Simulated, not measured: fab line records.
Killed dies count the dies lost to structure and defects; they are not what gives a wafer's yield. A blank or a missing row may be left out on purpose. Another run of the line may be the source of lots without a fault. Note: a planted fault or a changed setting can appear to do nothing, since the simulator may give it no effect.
fab line records ; flow n5_finfet
[record] lots = 7; wafers = 39
route steps=1938 shown FIN_SAQP@96 SD_EPI_P@312 BEOL_M0_SAQP@648
start_h: start of the lot's first displayed wafer, in hours after the record's first day ; wait_h: time in hours since the lot's previous step ; " as in the row above ; L1.1+2: several wafers, shown together as one row ; - no value present, or no start provided ; * or withheld: withheld ; < > ~ a bound
route shown NAME@n: a module of which the file shows steps, and the number in the route of the first ; usual: mean/standard deviation taken from wafers without a fault ; same: alike in all rows ; chamber/n: place in a boat ; sites: the reading at each site ; _std_site: the standard deviation of these ; _edge_site: the outer-site mean with the inner-site mean subtracted ; radius_mm: how far each site lies from the wafer's centre ; mask NAME#n: copy n ; behind: the most recent tool/chamber to have shaped the wafer ; hold: reason for holding the lot/hours on hold/outcome of the hold ; device: the n, p or np transistor that did not switch ; end of line: the same wafers' tests at the end of the route ; step lacking rows: just its recipe ; killed: not the wafer's yield, but the dies lost to structure and defects at the first sort ; map: the dies of a wafer, with x for killed, . for not killed, _ for no die there
set.NAME: the setting the step ran with; set.NAME@STEP: the setting that earlier step ran with ; model.NAME: the simulator's own value behind a step, which no gauge read
lots where settings were altered on purpose, with a table for each step and a row for each wafer
[[steps]]
[step N5_FIN_SAQP_HM_DEP_03]
[recipe] material = SiNx; target_thk_a = 380; temp_c = 400; precursor = SiH4/NH3/N2; pressure_torr = 1.5; rf_w = 300; time_s = 33.6
lot.wafer;tool;chamber;start_h;wait_h;set.time_s;model.SiNx_of_FIN_SAQP_HM_DEP_03.thk_nm
L074.1;pecvd-04;1;20.88;0.2;33.6;37.58
L074.2;pecvd-04;2;20.88;0.2;20.94;23.02
L074.3;pecvd-04;0;20.88;0.2;33.6;37.83
L074.4;pecvd-04;1;20.88;0.2;20.94;23.79
L074.5;pecvd-04;0;20.88;0.2;20.94;24.24
L074.6;pecvd-04;2;20.88;0.2;33.6;37.73
L078.1;pecvd-02;2;44.71;0.2;52.68;59.48
L078.2;pecvd-02;1;44.71;0.2;52.68;59.41
L078.3;pecvd-02;0;44.71;0.2;33.6;37.53
L078.4;pecvd-02;1;44.71;0.2;52.68;59.98
L078.5;pecvd-02;0;44.71;0.2;33.6;37.98
L078.6;pecvd-02;2;44.71;0.2;33.6;38.4
L083.1;pecvd-02;1;76.82;0.2;33.6;38.11
L083.2;pecvd-02;2;76.82;0.2;33.6;38.31
L083.3;pecvd-02;0;76.82;0.2;33.6;37.84
L083.4;pecvd-02;1;76.82;0.2;33.6;38.53
L083.5;pecvd-02;0;76.82;0.2;33.6;37.76
L083.6;pecvd-02;2;76.82;0.2;33.6;38.69
L087.1;pecvd-03;1;98.96;0.2;33.6;37.44
L087.2;pecvd-03;2;98.96;0.2;33.6;37.08
L087.3;pecvd-03;0;98.96;0.2;33.6;37.63
L087.4;pecvd-03;2;98.96;0.2;33.6;38.02
L087.5;pecvd-03;0;98.96;0.2;33.6;38.57
L087.6;pecvd-03;1;98.96;0.2;33.6;37.97
L088.1;pecvd-02;1;106.14;0.2;33.6;37.73
L088.2;pecvd-02;0;106.14;0.2;33.6;37.65
L088.3;pecvd-02;2;106.14;0.2;33.6;37.83
L088.4;pecvd-02;1;106.14;0.2;33.6;38.05
L088.5;pecvd-02;0;106.14;0.2;33.6;38
L088.6;pecvd-02;2;106.14;0.2;33.6;38.1
L090.1;pecvd-03;2;118.02;0.2;33.6;37.56
L090.2;pecvd-03;1;118.02;0.2;33.6;37.6
L090.3;pecvd-03;0;118.02;0.2;22.56;25.72
L090.4;pecvd-03;1;118.02;0.2;22.56;25.55
L090.5;pecvd-03;0;118.02;0.2;33.6;39.21
L090.6;pecvd-03;2;118.02;0.2;22.56;25.97
L094.1;pecvd-04;0;141.60;0.2;33.6;38.45
L094.3;pecvd-04;1;141.60;0.2;33.6;37.95
L094.6;pecvd-04;1;141.60;0.2;33.6;38.48
[step N5_FIN_SAQP_THK_MEAS_05]
[usual] thk_nm = 38.1/0.5
lot.wafer;tool;chamber;start_h;wait_h;set.time_s@FIN_SAQP_HM_DEP_03;thk_nm
L074.1;film_metro-01;-;20.96;0.1;33.6;37.5
L074.2;film_metro-01;-;20.96;0.1;20.94;23.0
L074.3;film_metro-01;-;20.96;0.1;33.6;37.8
L074.4;film_metro-01;-;20.96;0.1;20.94;23.8
L074.5;film_metro-01;-;20.96;0.1;20.94;24.2
L074.6;film_metro-01;-;20.96;0.1;33.6;37.7
L078.1;film_metro-01;-;44.79;0.1;52.68;59.5
L078.2;film_metro-01;-;44.79;0.1;52.68;59.4
L078.3;film_metro-01;-;44.79;0.1;33.6;37.6
L078.4;film_metro-01;-;44.79;0.1;52.68;60.0
L078.5;film_metro-01;-;44.79;0.1;33.6;37.9
L078.6;film_metro-01;-;44.79;0.1;33.6;38.4
L083.1;film_metro-01;-;76.91;0.1;33.6;38.1
L083.2;film_metro-01;-;76.91;0.1;33.6;38.3
L083.3;film_metro-01;-;76.91;0.1;33.6;37.8
L083.4;film_metro-01;-;76.91;0.1;33.6;38.5
L083.5;film_metro-01;-;76.91;0.1;33.6;37.8
L083.6;film_metro-01;-;76.91;0.1;33.6;38.7
L087.1;film_metro-01;-;99.05;0.1;33.6;37.4
L087.2;film_metro-01;-;99.05;0.1;33.6;37.1
L087.3;film_metro-01;-;99.05;0.1;33.6;37.6
L087.4;film_metro-01;-;99.05;0.1;33.6;38.0
L087.5;film_metro-01;-;99.05;0.1;33.6;38.6
L087.6;film_metro-01;-;99.05;0.1;33.6;38.0
L088.1;film_metro-01;-;106.23;0.1;33.6;37.8
L088.2;film_metro-01;-;106.23;0.1;33.6;37.6
L088.3;film_metro-01;-;106.23;0.1;33.6;37.9
L088.4;film_metro-01;-;106.23;0.1;33.6;38.1
L088.5;film_metro-01;-;106.23;0.1;33.6;38.0
L088.6;film_metro-01;-;106.23;0.1;33.6;38.1
L090.1;film_metro-01;-;118.11;0.1;33.6;37.6
L090.2;film_metro-01;-;118.11;0.1;33.6;37.6
L090.3;film_metro-01;-;118.11;0.1;22.56;25.7
L090.4;film_metro-01;-;118.11;0.1;22.56;25.6
L090.5;film_metro-01;-;118.11;0.1;33.6;39.2
L090.6;film_metro-01;-;118.11;0.1;22.56;26.0
L094.1;film_metro-02;-;141.73;0.1;33.6;38.5
L094.3;film_metro-02;-;141.73;0.1;33.6;38.0
L094.6;film_metro-02;-;141.73;0.1;33.6;38.5
[step N5_FIN_SAQP_SPACER1_ALD_24]
[recipe] material = SiO2; target_thk_a = 203; temp_c = 300; ald_precursor_family = BDEAS; ald_co_reactant = O2-plasma; pulse_time_s = 1; purge_time_s = 2; co_reactant_purge_time_s = 2; ald_cycles = 218; pressure_torr = 2
lot.wafer;tool;chamber;start_h;wait_h;set.ald_cycles;model.SiO2_of_FIN_SAQP_SPACER1_ALD_24.thk_nm
L074.1+6;ald_sin-03;3,2;23.00;0.4;218;20.4
L074.2;ald_sin-03;1;23.00;0.4;319;29.6
L074.3+4;ald_sin-03;0,2;23.00;0.4;319;29.8
L074.5;ald_sin-03;3;23.00;0.4;218;20.2
L078.1;ald_sin-01;1;46.76;0.3;272;25.2
L078.2+5+6;ald_sin-01;3,3,0;46.76;0.3;218;20.4
L078.3+4;ald_sin-01;0,2;46.76;0.3;272;25.4
L083.1+6;ald_sin-04;2;79.35;0.4;218;20.4
L083.2;ald_sin-04;1;79.35;0.4;218;20.2
L083.3+4;ald_sin-04;3,0;79.35;0.4;309;28.8
L083.5;ald_sin-04;3;79.35;0.4;309;29
L087.1+2+6;ald_sin-03;2,3,2;101.37;0.8;218;20.4
L087.3;ald_sin-03;0;101.37;0.8;298;27.8
L087.4+5;ald_sin-03;1,3;101.37;0.8;298;27.6
L088.1+5;ald_sin-03;3,0;108.22;0.3;218;20.4
L088.2;ald_sin-03;0;108.22;0.3;310;29
L088.3+4;ald_sin-03;1,2;108.22;0.3;310;28.8
L088.6;ald_sin-03;1;108.22;0.3;218;20.2
L090.1;ald_sin-04;3;119.88;0.3;218;20.4
L090.2;ald_sin-04;1;119.88;0.3;218;20
L090.3+4+5+6;ald_sin-04;0,2,0,3;119.88;0.3;218;20.2
L094.1+3;ald_sin-04;1,0;144.93;1.6;218;20.2
L094.6;ald_sin-04;3;144.93;1.6;218;20.4
[step N5_FIN_SAQP_SPACER1_ETCHBACK_25]
[recipe] chemistry = CHF3/O2; mode = anisotropic_etchback; target = SiO2; target_depth_a = 244; time_s = 12.2; pressure_mtorr = 30; source_w = 650; bias_w = 170; Ar_flow_sccm = 200; CHF3_flow_sccm = 50; O2_flow_sccm = 5; ion_energy_ev = 200
[step N5_FIN_SAQP_MANDREL1_REMOVE_56]
[recipe] chemistry = HBr/Cl2/O2; bt_time_s = 10; target = a-Si; stop_on = SiNx; endpoint = OES-SiCl; over_etch_frac = 1; icp_w = 600; bias_w = 22; HBr_flow_sccm = 150; Cl2_flow_sccm = 80; O2_flow_sccm = 5; pressure_mtorr = 10
lot.wafer;tool;chamber;start_h;wait_h;set.ald_cycles@FIN_SAQP_SPACER1_ALD_24;model.FIN_SAQP.cd_nm
L074.1+5+6;rie_si-05;2,1,2;23.92;0.1;218;20.4
L074.2+3+4;rie_si-05;0,1,3;23.92;0.1;319;29.8
L078.1;rie_si-02;0;47.56;0.1;272;25.2
L078.2;rie_si-02;1;47.56;0.1;218;20.2
L078.3+4;rie_si-02;3,2;47.56;0.1;272;25.4
L078.5+6;rie_si-02;2,3;47.56;0.1;218;20.4
L083.1+6;rie_si-02;0,3;80.15;0.1;218;20.4
L083.2;rie_si-02;1;80.15;0.1;218;20.2
L083.3+4;rie_si-02;2,3;80.15;0.1;309;28.8
L083.5;rie_si-02;0;80.15;0.1;309;29
L087.1+2;rie_si-02;1,3;102.18;0.1;218;20.2
L087.3;rie_si-02;0;102.18;0.1;298;27.8
L087.4+5;rie_si-02;2,0;102.18;0.1;298;27.6
L087.6;rie_si-02;3;102.18;0.1;218;20.4
L088.1+5;rie_si-03;1,0;109.06;0.1;218;20.4
L088.2+3;rie_si-03;2,0;109.06;0.1;310;29
L088.4;rie_si-03;3;109.06;0.1;310;28.8
L088.6;rie_si-03;3;109.06;0.1;218;20
L090.1;rie_si-02;1;120.79;0.1;218;20.4
L090.2+3+4+5+6;rie_si-02;2,3,3,2,1;120.79;0.1;218;20.2
L094.1;rie_si-03;3;145.73;0.1;218;19.8
L094.3;rie_si-03;0;145.73;0.1;218;20.4
L094.6;rie_si-03;0;145.73;0.1;218;20.6
[step N5_FIN_SAQP_CD_MEAS_27]
[recipe] target_cd_nm = 20; landing_energy_ev = 1000; detector = se_inlens; polarity = line
[usual] cd_nm = 20.33/0.24
lot.wafer;tool;chamber;start_h;wait_h;set.ald_cycles@FIN_SAQP_SPACER1_ALD_24;cd_nm
L074.1;cd_sem-01;0;24.03;0.1;218;20.23
L074.2;cd_sem-01;0;24.03;0.1;319;29.87
L074.3;cd_sem-01;0;24.03;0.1;319;30.08
L074.4;cd_sem-01;0;24.03;0.1;319;29.91
L074.5;cd_sem-01;0;24.03;0.1;218;20.39
L074.6;cd_sem-01;0;24.03;0.1;218;20.11
L078.1;cd_sem-01;0;47.67;0.1;272;25.35
L078.2;cd_sem-01;0;47.67;0.1;218;20.38
L078.3;cd_sem-01;0;47.67;0.1;272;25.24
L078.4;cd_sem-01;0;47.67;0.1;272;25.22
L078.5;cd_sem-01;0;47.67;0.1;218;20.31
L078.6;cd_sem-01;0;47.67;0.1;218;20.60
L083.1;cd_sem-02;0;80.26;0.1;218;20.33
L083.2;cd_sem-02;0;80.26;0.1;218;20.46
L083.3;cd_sem-02;0;80.26;0.1;309;28.27
L083.4;cd_sem-02;0;80.26;0.1;309;28.88
L083.5;cd_sem-02;0;80.26;0.1;309;28.60
L083.6;cd_sem-02;0;80.26;0.1;218;20.49
L087.1;cd_sem-01;0;102.29;0.1;218;19.96
L087.2;cd_sem-01;0;102.29;0.1;218;20.35
L087.3;cd_sem-01;0;102.29;0.1;298;27.36
L087.4;cd_sem-01;0;102.29;0.1;298;27.56
L087.5;cd_sem-01;0;102.29;0.1;298;27.74
L087.6;cd_sem-01;0;102.29;0.1;218;20.32
L088.1;cd_sem-01;0;109.17;0.1;218;20.40
L088.2;cd_sem-01;0;109.17;0.1;310;29.41
L088.3;cd_sem-01;0;109.17;0.1;310;29.02
L088.4;cd_sem-01;0;109.17;0.1;310;28.89
L088.5;cd_sem-01;0;109.17;0.1;218;20.73
L088.6;cd_sem-01;0;109.17;0.1;218;19.98
L090.1;cd_sem-02;0;120.90;0.1;218;20.31
L090.2;cd_sem-02;0;120.90;0.1;218;19.96
L090.3;cd_sem-02;0;120.90;0.1;218;20.49
L090.4;cd_sem-02;0;120.90;0.1;218;20.40
L090.5;cd_sem-02;0;120.90;0.1;218;20.25
L090.6;cd_sem-02;0;120.90;0.1;218;20.35
L094.1;cd_sem-01;0;145.84;0.1;218;20.21
L094.3;cd_sem-01;0;145.84;0.1;218;20.40
L094.6;cd_sem-01;0;145.84;0.1;218;20.38
[step N5_FIN_SAQP_ETCH_57]
[recipe] chemistry = CH3F/O2; target = SiNx; mask_material = SiO2; target_depth_a = 325; time_s = 46.4; pressure_mtorr = 30; source_w = 395; bias_w = 73; Ar_flow_sccm = 150; CH3F_flow_sccm = 30; O2_flow_sccm = 20; ion_energy_ev = 120; ends = cleared
[step N5_FIN_SAQP_ETCH_65]
[recipe] chemistry = CF4; target = SiO2; target_depth_a = 40; ion_energy_ev = 350; time_s = 4.4; pressure_mtorr = 10; icp_w = 800; bias_w = 400; cf4_flow_sccm = 80
[step N5_FIN_SAQP_MANDREL2_REMOVE_60]
[recipe] chemistry = HBr/Cl2/O2; bt_time_s = 10; target = a-Si; stop_on = SiNx; endpoint = OES-SiCl; over_etch_frac = 1; icp_w = 600; bias_w = 22; HBr_flow_sccm = 150; Cl2_flow_sccm = 80; O2_flow_sccm = 5; pressure_mtorr = 10
[step N5_FIN_SAQP_HM_OPEN_33]
[recipe] chemistry = CH3F/O2; target = SiNx; mask_material = SiO2; target_depth_a = 494; time_s = 70.6; pressure_mtorr = 30; source_w = 395; bias_w = 73; Ar_flow_sccm = 150; CH3F_flow_sccm = 30; O2_flow_sccm = 20; ion_energy_ev = 120; ends = cleared
[usual] etch_rf_on_time_s = 69.8/1.6
lot.wafer;tool;chamber;start_h;wait_h;set.time_s@FIN_SAQP_HM_DEP_03;etch_rf_on_time_s;model.etch.depth_nm
L074.1;rie_diel-03;1;26.20;0.1;33.6;67.6;36.92
L074.2;rie_diel-03;3;26.20;0.1;20.94;42.1;22.39
L074.3;rie_diel-03;0;26.20;0.1;33.6;70.0;37.2
L074.4;rie_diel-03;2;26.20;0.1;20.94;44.4;23.16
L074.5;rie_diel-03;3;26.20;0.1;20.94;44.1;23.61
L074.6;rie_diel-03;2;26.20;0.1;33.6;70.8;37.1
L078.1;rie_diel-04;0;49.36;0.0;52.68;111.0;58.85
L078.2;rie_diel-04;3;49.36;0.0;52.68;108.1;58.78
L078.3;rie_diel-04;2;49.36;0.0;33.6;68.8;36.87
L078.4;rie_diel-04;1;49.36;0.0;52.68;109.6;59.35
L078.5;rie_diel-04;3;49.36;0.0;33.6;68.8;37.32
L078.6;rie_diel-04;0;49.36;0.0;33.6;71.0;37.77
L083.1;rie_diel-05;3;82.16;0.2;33.6;69.3;37.45
L083.2;rie_diel-05;0;82.16;0.2;33.6;70.5;37.68
L083.3;rie_diel-05;1;82.16;0.2;33.6;69.3;37.21
L083.4;rie_diel-05;2;82.16;0.2;33.6;70.0;37.9
L083.5;rie_diel-05;2;82.16;0.2;33.6;68.9;37.13
L083.6;rie_diel-05;3;82.16;0.2;33.6;70.8;38.06
L087.1;rie_diel-04;3;104.00;0.0;33.6;66.4;36.82
L087.2;rie_diel-04;1;104.00;0.0;33.6;65.9;36.36
L087.3;rie_diel-04;2;104.00;0.0;33.6;68.3;36.93
L087.4;rie_diel-04;0;104.00;0.0;33.6;69.9;37.39
L087.5;rie_diel-04;3;104.00;0.0;33.6;68.3;37.85
L087.6;rie_diel-04;0;104.00;0.0;33.6;69.4;37.34
L088.1;rie_diel-03;1;111.07;0.0;33.6;68.3;37.1
L088.2;rie_diel-03;0;111.07;0.0;33.6;70.0;37.02
L088.3;rie_diel-03;2;111.07;0.0;33.6;71.4;37.16
L088.4;rie_diel-03;1;111.07;0.0;33.6;68.5;37.43
L088.5;rie_diel-03;2;111.07;0.0;33.6;70.7;37.37
L088.6;rie_diel-03;0;111.07;0.0;33.6;71.0;37.47
L090.1;rie_diel-05;0;123.47;0.1;33.6;68.8;36.93
L090.2;rie_diel-05;3;123.47;0.1;33.6;67.3;36.97
L090.3;rie_diel-05;1;123.47;0.1;22.56;46.0;25.06
L090.4;rie_diel-05;2;123.47;0.1;22.56;46.3;24.93
L090.5;rie_diel-05;0;123.47;0.1;33.6;71.8;38.55
L090.6;rie_diel-05;1;123.47;0.1;22.56;46.6;25.34
L094.1;rie_diel-03;0;147.63;0.0;33.6;72.0;37.82
L094.3;rie_diel-03;2;147.63;0.0;33.6;71.9;37.33
L094.6;rie_diel-03;1;147.63;0.0;33.6;69.5;37.85
[step N5_FIN_SAQP_ETCH_34]
[recipe] chemistry = C4F6/O2; target = SiO2; target_depth_a = 450; time_s = 15; ion_energy_ev = 250; pressure_mtorr = 30; source_w = 345; bias_w = 185; Ar_flow_sccm = 300; C4F6_flow_sccm = 10; O2_flow_sccm = 10; ends = cleared
[step N5_FIN_SAQP_STRIP_77]
[recipe] chemistry = N2/H2; time_s = 90; power_w = 100; temp_c = 40; pressure_mtorr = 100; rf_frequency_hz = 6e+07; bias_power_w = 3; n2_flow_sccm = 300; h2_flow_sccm = 300
[step N5_FIN_SAQP_PRECLEAN_38]
[recipe] chemistry = O3/DIW; time_s = 45; temp_c = 22; o3_ppm = 10
[step N5_FIN_SAQP_PRECLEAN_45]
[recipe] chemistry = dHF; time_s = 10; dilution = 500:1; temp_c = 25
lot.wafer;tool;chamber;start_h;wait_h;set.time_s@FIN_SAQP_HM_DEP_03;model.SiNx_of_FIN_SAQP_HM_DEP_03.thk_nm
L074.1+6;wet_bench-05;6,1;26.66;0.0;33.6;20.6
L074.2;wet_bench-05;7;26.66;0.0;20.94;5.8
L074.3;wet_bench-05;2;26.66;0.0;33.6;20.8
L074.4;wet_bench-05;0;26.66;0.0;20.94;7.2
L074.5;wet_bench-05;3;26.66;0.0;20.94;7.4
L078.1+2;wet_bench-06;7,4;49.82;0.0;52.68;42.4
L078.3;wet_bench-06;1;49.82;0.0;33.6;20.4
L078.4;wet_bench-06;3;49.82;0.0;52.68;43.2
L078.5;wet_bench-06;0;49.82;0.0;33.6;21.2
L078.6;wet_bench-06;2;49.82;0.0;33.6;21.6
L083.1+5;wet_bench-04;4,6;82.62;0.0;33.6;21
L083.2;wet_bench-04;5;82.62;0.0;33.6;21.4
L083.3;wet_bench-04;2;82.62;0.0;33.6;20.8
L083.4+6;wet_bench-04;3,1;82.62;0.0;33.6;21.6
L087.1;wet_bench-04;2;104.48;0.0;33.6;20.6
L087.2;wet_bench-04;6;104.48;0.0;33.6;20
L087.3;wet_bench-04;3;104.48;0.0;33.6;20.4
L087.4;wet_bench-04;7;104.48;0.0;33.6;20.8
L087.5;wet_bench-04;5;104.48;0.0;33.6;21.4
L087.6;wet_bench-04;4;104.48;0.0;33.6;21.2
L088.1+2;wet_bench-06;6,3;111.53;0.0;33.6;20.6
L088.3+4+6;wet_bench-06;7,4,2;111.53;0.0;33.6;20.8
L088.5;wet_bench-06;5;111.53;0.0;33.6;21
L090.1;wet_bench-06;1;123.93;0.0;33.6;20.6
L090.2;wet_bench-06;7;123.93;0.0;33.6;20.2
L090.3+4;wet_bench-06;3,4;123.93;0.0;22.56;8.8
L090.5;wet_bench-06;0;123.93;0.0;33.6;21.8
L090.6;wet_bench-06;2;123.93;0.0;22.56;9
L094.1+6;wet_bench-04;7,5;148.09;0.0;33.6;21.4
L094.3;wet_bench-04;0;148.09;0.0;33.6;20.8
[step N5_SD_EPI_P_ETCH_16]
[recipe] chemistry = CHF3/O2; target = SiO2; target_depth_a = 50; mask_material = SOC; pressure_mtorr = 30; source_w = 650; bias_w = 170; Ar_flow_sccm = 200; CHF3_flow_sccm = 50; O2_flow_sccm = 5; ion_energy_ev = 200
lot.wafer;tool;chamber;start_h;wait_h;set.target_depth_a;model.etch.depth_nm
L074.1;rie_diel-06;1;54.66;0.1;74.27;7.423
L074.2;rie_diel-06;2;54.66;0.1;50;5.05
L074.3;rie_diel-06;0;54.66;0.1;74.27;7.203
L074.4;rie_diel-06;2;54.66;0.1;74.27;7.51
L074.5;rie_diel-06;0;54.66;0.1;50;4.906
L074.6;rie_diel-06;1;54.66;0.1;50;4.961
L078.1;rie_diel-06;3;78.46;0.1;50;5.187
L078.2;rie_diel-06;0;78.46;0.1;65;6.389
L078.3;rie_diel-06;2;78.46;0.1;50;5.076
L078.4;rie_diel-06;1;78.46;0.1;65;6.435
L078.5;rie_diel-06;1;78.46;0.1;50;4.977
L078.6;rie_diel-06;0;78.46;0.1;65;6.403
L083.1;rie_diel-02;1;109.18;0.1;34.87;3.484
L083.2;rie_diel-02;3;109.18;0.1;34.87;3.41
L083.3;rie_diel-02;0;109.18;0.1;34.87;3.472
L083.4;rie_diel-02;2;109.18;0.1;50;4.909
L083.5;rie_diel-02;1;109.18;0.1;50;4.989
L083.6;rie_diel-02;0;109.18;0.1;50;4.988
L087.1;rie_diel-01;0;135.00;0.1;50;5.025
L087.2;rie_diel-01;3;135.00;0.1;50;5
L087.3;rie_diel-01;1;135.00;0.1;50;4.991
L087.4;rie_diel-01;2;135.00;0.1;50;5.016
L087.5;rie_diel-01;3;135.00;0.1;50;4.955
L087.6;rie_diel-01;0;135.00;0.1;50;5.034
L088.1;rie_diel-06;3;139.43;0.1;60.04;6.184
L088.2;rie_diel-06;0;139.43;0.1;60.04;5.843
L088.3;rie_diel-06;1;139.43;0.1;50;4.998
L088.4;rie_diel-06;2;139.43;0.1;60.04;6.005
L088.5;rie_diel-06;0;139.43;0.1;50;4.863
L088.6;rie_diel-06;1;139.43;0.1;50;4.983
L090.1;rie_diel-01;3;153.92;0.1;50;4.993
L090.2;rie_diel-01;2;153.92;0.1;50;5.007
L090.3;rie_diel-01;0;153.92;0.1;50;5.038
L090.4;rie_diel-01;1;153.92;0.1;50;4.978
L090.5;rie_diel-01;2;153.92;0.1;50;4.995
L090.6;rie_diel-01;3;153.92;0.1;50;5.021
L094.1;rie_diel-06;3;177.66;0.1;50;5.15
L094.3;rie_diel-06;1;177.66;0.1;50;5.031
L094.6;rie_diel-06;3;177.66;0.1;50;5.156
[step N5_BEOL_M0_SAQP_DEVELOP_13]
[recipe] develop_time_s = 30; developer = TMAH; resist = CAR-ArF; dev_temp_c = 23; rinse_liquid = diw; dry = air_spin
lot.wafer;tool;chamber;start_h;wait_h;set.develop_time_s
L074.1+2+4;litho_track-05;0;-;-;30
L074.3+5+6;litho_track-05;0;-;-;44.94
L078.1+4+5;litho_track-04;0;-;-;30
L078.2+3+6;litho_track-04;0;-;-;38.83
L083.1+3+5;litho_track-04;0;-;-;30
L083.2+4+6;litho_track-04;0;-;-;45.45
L087.1+5+6;litho_track-05;0;-;-;13.15
L087.2+3+4;litho_track-05;0;-;-;30
L088.1+4+6;litho_track-05;0;-;-;30
L088.2+3+5;litho_track-05;0;-;-;43.58
L090.1+3+5;litho_track-04;0;-;-;20.87
L090.2+4+6;litho_track-04;0;-;-;30
L094.1+3+6;litho_track-04;0;-;-;30
[step N5_BEOL_M0_SAQP_CD_MEAS_14]
[recipe] target_cd_nm = 42.5; landing_energy_ev = 500; detector = se_inlens
[usual] cd_nm = 42.3/0.33
lot.wafer;tool;chamber;start_h;wait_h;set.develop_time_s@BEOL_M0_SAQP_DEVELOP_13;cd_nm
L074.1;cd_sem-01;0;107.59;-;30;41.6
L074.2;cd_sem-01;0;107.59;-;30;42.4
L074.3;cd_sem-01;0;107.59;-;44.94;41.1
L074.4;cd_sem-01;0;107.59;-;30;41.9
L074.5;cd_sem-01;0;107.59;-;44.94;41.4
L074.6;cd_sem-01;0;107.59;-;44.94;41.5
L078.1;cd_sem-02;0;135.49;-;30;42.7
L078.2;cd_sem-02;0;135.49;-;38.83;42.1
L078.3;cd_sem-02;0;135.49;-;38.83;42.1
L078.4;cd_sem-02;0;135.49;-;30;42.1
L078.5;cd_sem-02;0;135.49;-;30;42.2
L078.6;cd_sem-02;0;135.49;-;38.83;41.7
L083.1;cd_sem-01;0;162.74;-;30;42.3
L083.2;cd_sem-01;0;162.74;-;45.45;40.4
L083.3;cd_sem-01;0;162.74;-;30;41.7
L083.4;cd_sem-01;0;162.74;-;45.45;41.1
L083.5;cd_sem-01;0;162.74;-;30;42.2
L083.6;cd_sem-01;0;162.74;-;45.45;41.3
L087.1;cd_sem-02;0;189.27;-;13.15;44.3
L087.2;cd_sem-02;0;189.27;-;30;42.3
L087.3;cd_sem-02;0;189.27;-;30;42.7
L087.4;cd_sem-02;0;189.27;-;30;42.3
L087.5;cd_sem-02;0;189.27;-;13.15;44.2
L087.6;cd_sem-02;0;189.27;-;13.15;44.7
L088.1;cd_sem-02;0;194.10;-;30;42.5
L088.2;cd_sem-02;0;194.10;-;43.58;41.6
L088.3;cd_sem-02;0;194.10;-;43.58;41.4
L088.4;cd_sem-02;0;194.10;-;30;42.1
L088.5;cd_sem-02;0;194.10;-;43.58;41.7
L088.6;cd_sem-02;0;194.10;-;30;42.2
L090.1;cd_sem-03;0;204.48;-;20.87;43.3
L090.2;cd_sem-03;0;204.48;-;30;42.8
L090.3;cd_sem-03;0;204.48;-;20.87;43.3
L090.4;cd_sem-03;0;204.48;-;30;42.5
L090.5;cd_sem-03;0;204.48;-;20.87;43.6
L090.6;cd_sem-03;0;204.48;-;30;42.4
L094.1;cd_sem-02;0;231.79;-;30;42.7
L094.3;cd_sem-02;0;231.79;-;30;42.9
L094.6;cd_sem-02;0;231.79;-;30;42.9
[[key]]
[split] step = N5_FIN_SAQP_HM_DEP_03; setting = time_s; stated = 33.6; by = wafer
[response] step = N5_FIN_SAQP_HM_DEP_03; reading = model.SiNx_of_FIN_SAQP_HM_DEP_03.thk_nm; change = +0.378; per = 1%; r = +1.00
[response] step = N5_FIN_SAQP_THK_MEAS_05; reading = thk_nm; change = *; per = 1%; r = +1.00
[response] step = N5_FIN_SAQP_HM_OPEN_33; reading = etch_rf_on_time_s; change = *; per = 1%; r = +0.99
[response] step = N5_FIN_SAQP_HM_OPEN_33; reading = model.etch.depth_nm; change = +0.378; per = 1%; r = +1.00
[response] step = N5_FIN_SAQP_PRECLEAN_45; reading = model.SiNx_of_FIN_SAQP_HM_DEP_03.thk_nm; change = +0.374; per = 1%; r = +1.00
[split] step = N5_FIN_SAQP_SPACER1_ALD_24; setting = ald_cycles; stated = 218; by = wafer
[response] step = N5_FIN_SAQP_SPACER1_ALD_24; reading = model.SiO2_of_FIN_SAQP_SPACER1_ALD_24.thk_nm; change = +0.202; per = 1%; r = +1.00
[response] step = N5_FIN_SAQP_MANDREL1_REMOVE_56; reading = model.FIN_SAQP.cd_nm; change = +0.204; per = 1%; r = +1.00
[response] step = N5_FIN_SAQP_CD_MEAS_27; reading = cd_nm; change = +0.203; per = 1%; r = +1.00
[split] step = N5_SD_EPI_P_ETCH_16; setting = target_depth_a; stated = 50; by = wafer
[response] step = N5_SD_EPI_P_ETCH_16; reading = model.etch.depth_nm; change = +0.0489; per = 1%; r = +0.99
[split] step = N5_BEOL_M0_SAQP_DEVELOP_13; setting = develop_time_s; stated = 30; by = wafer
[response] step = N5_BEOL_M0_SAQP_CD_MEAS_14; reading = cd_nm; change = -0.0222; per = 1%; r = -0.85
